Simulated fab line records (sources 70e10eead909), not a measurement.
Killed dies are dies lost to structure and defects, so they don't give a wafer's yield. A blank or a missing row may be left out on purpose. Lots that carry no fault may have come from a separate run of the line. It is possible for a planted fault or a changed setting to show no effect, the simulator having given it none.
Which of the tools did it? + flow nand_harc + 72 wafers from 24 lots sampled at 2 of the route's 1302 steps

WHAT THE GAUGES READ, wafer by wafer
NHARC_A_CONTACT_CD_MEAS_53.
| lot  | measured     | on        | cd_nm (nm)        |
|------|--------------|-----------|-------------------|
| L075 | day 21 19:22 | cd_sem-03 | 288.4 289.3 289.3 |
| L074 | day 21 23:46 | cd_sem-03 | 290.3 290.6 290.3 |
| L076 | day 22 07:55 | cd_sem-02 | 289.4 290.2 289.9 |
| L078 | day 22 23:34 | cd_sem-03 | 289.7 290.5 289.1 |
| L077 | day 23 00:01 | cd_sem-03 | 290.6 288.6 288.7 |
| L080 | day 23 15:59 | cd_sem-01 | 291.0 289.3 290.4 |
| L079 | day 23 17:47 | cd_sem-02 | 288.3 288.5 288.5 |
| L081 | day 24 07:20 | cd_sem-03 | 289.0 289.5 290.4 |
| L082 | day 25 08:22 | cd_sem-01 | 289.7 290.0 288.9 |
| L083 | day 25 20:29 | cd_sem-01 | 288.8 289.4 288.9 |
| L084 | day 25 23:21 | cd_sem-02 | 290.0 289.4 289.1 |
| L086 | day 26 02:20 | cd_sem-02 | 290.0 290.2 290.3 |
| L085 | day 26 11:03 | cd_sem-02 | 289.9 289.8 290.8 |
| L088 | day 27 04:17 | cd_sem-03 | 288.0 290.3 289.5 |
| L087 | day 27 07:01 | cd_sem-01 | 290.5 290.2 290.5 |
| L089 | day 27 10:35 | cd_sem-03 | 290.2 289.0 288.9 |
| L090 | day 28 02:47 | cd_sem-01 | 291.2 290.0 289.3 |
| L091 | day 28 08:19 | cd_sem-01 | 290.4 291.4 289.9 |
| L094 | day 29 10:20 | cd_sem-02 | 288.2 289.5 287.8 |
| L092 | day 29 11:09 | cd_sem-01 | 290.1 290.4 290.5 |
| L093 | day 29 18:29 | cd_sem-01 | 288.6 290.4 290.0 |
| L096 | day 30 07:22 | cd_sem-02 | 290.8 290.7 290.7 |
| L095 | day 30 08:10 | cd_sem-03 | 291.3 290.9 291.6 |
| L097 | day 31 15:01 | cd_sem-01 | 290.7 291.5 290.4 |

WHAT TOOL EACH LOT RAN ON (gives the tool, then ch and the chambers of the sampled wafers, and finally the start)
| lot  | NHARC_A_CONTACT_ETCH_123             |
|------|--------------------------------------|
| L075 | har_cap_etch-02 ch 0,1, day 21 18:03 |
| L074 | har_cap_etch-03 ch 0,1, day 21 22:32 |
| L076 | har_cap_etch-03 ch 0,1, day 22 06:44 |
| L078 | har_cap_etch-03 ch 0,1, day 22 22:32 |
| L077 | har_cap_etch-02 ch 0,1, day 22 22:50 |
| L080 | har_cap_etch-01 ch 0,1, day 23 14:52 |
| L079 | har_cap_etch-02 ch 0,1, day 23 16:36 |
| L081 | har_cap_etch-02 ch 1, day 24 06:12   |
| L082 | har_cap_etch-03 ch 0,1, day 25 07:10 |
| L083 | har_cap_etch-01 ch 0,1, day 25 19:22 |
| L084 | har_cap_etch-03 ch 0,1, day 25 22:14 |
| L086 | har_cap_etch-02 ch 0,1, day 26 01:08 |
| L085 | har_cap_etch-01 ch 0,1, day 26 09:52 |
| L088 | har_cap_etch-01 ch 0,1, day 27 03:10 |
| L087 | har_cap_etch-03 ch 0, day 27 05:48   |
| L089 | har_cap_etch-01 ch 0,1, day 27 09:34 |
| L090 | har_cap_etch-02 ch 0,1, day 28 01:40 |
| L091 | har_cap_etch-03 ch 0,1, day 28 07:23 |
| L094 | har_cap_etch-02 ch 0,1, day 29 09:08 |
| L092 | har_cap_etch-03 ch 0,1, day 29 09:58 |
| L093 | har_cap_etch-01 ch 0, day 29 17:18   |
| L096 | har_cap_etch-03 ch 0, day 30 06:10   |
| L095 | har_cap_etch-01 ch 0,1, day 30 06:58 |
| L097 | har_cap_etch-01 ch 0,1, day 31 13:55 |
- NHARC_A_CONTACT_ETCH_123: etches the open film in C4F8/O2/Ar, time 490 s, target depth 2110 nm.

AS READ BY THE TOOLS THEMSELVES (means over the sampled wafers that have a number; for cases with no such wafer, the mark the record gives instead)
The record holds no such reading with a usual standard deviation.

THE ANSWER, worked out from the rows above alone
Rule: what is usual is taken from the lots themselves. Put in order of their means at a reading, lots are off if they are a third of the lots or fewer, leave a main group of 4 or more, and stand apart from it by a gap of 3 or more times the standard deviation of the main group's means; of several such gaps the widest counts. If all means in a main group match to the digits the tables above print for the reading, that group is not used. Also off: a lot with no number at a reading for which 4 or more lots have one. All remaining lots with rows at the step are treated as sound. The gauges are gone through in route order, then the tools' own readings, and for those a lot's mean is taken as printed above. The first step at which some lot is off is used, and at that step the reading that is off furthest; a lot without a number counts as furthest.
Across all readings shown, no lot is off: no conclusion can be drawn from this.

WHAT THE SIMULATOR HAD PUT IN
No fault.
